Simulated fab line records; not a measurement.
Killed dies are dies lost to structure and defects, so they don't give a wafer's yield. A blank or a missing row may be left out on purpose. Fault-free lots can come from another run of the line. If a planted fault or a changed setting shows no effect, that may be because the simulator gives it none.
The tool behind it: which one?	flow n5_finfet	21 wafers from 7 lots sampled at 2 of the route's 1938 steps

## WHAT EACH GAUGE READ, for each wafer
N5_DUMMY_GATE_OVL_MEAS_16.
lot	measured	on	GATE_OVL (nm)
L483	day 3 11:55	overlay-01	-0.5 -0.3 -0.3
L494	day 6 06:29	overlay-02	-1.5 -0.8 -1.9
L496	day 6 15:34	overlay-01	-0.2 1.4 0.2
L498	day 7 03:48	overlay-02	0.2 -1.0 -0.1
L500	day 7 21:37	overlay-01	0.2 -0.4 0.6
L502	day 8 08:49	overlay-01	-0.8 -0.8 -1.4
L504	day 8 18:34	overlay-02	0.8 0.4 -0.5

## WHAT TOOL EACH LOT RAN ON (gives the tool, then ch and the chambers of the sampled wafers, and finally the start)
lot	N5_DUMMY_GATE_CMP_04
L483	cmp-02 ch 1,2,3, day 3 05:15
L494	cmp-03 ch 1,2,3, day 6 01:34
L496	cmp-03 ch 1,3, day 6 10:50
L498	cmp-01 ch 2,3, day 6 23:13
L500	cmp-02 ch 0,3, day 7 17:03
L502	cmp-02 ch 0,1,3, day 8 04:08
L504	cmp-02 ch 0,2,3, day 8 12:02
- N5_DUMMY_GATE_CMP_04: polishes a-Si.

## THE ANSWER, worked out from the rows above alone
Rule: the lots themselves supply what counts as usual. Put in order of their means at a reading, lots are off if they are a third of the lots or fewer, leave a main group of 4 or more, and stand apart from it by a gap of 3 or more times the standard deviation of the main group's means; of several such gaps the widest counts. A main group whose means are all the same, to the digits that the tables above print for the reading, isn't used. A lot without any number at a reading at which 4 lots or more have one is off too. Any other lot the step has rows for is counted as sound.
None of the lots is off at any reading shown; this tells nothing.

## WHAT WAS PUT IN BY THE SIMULATOR
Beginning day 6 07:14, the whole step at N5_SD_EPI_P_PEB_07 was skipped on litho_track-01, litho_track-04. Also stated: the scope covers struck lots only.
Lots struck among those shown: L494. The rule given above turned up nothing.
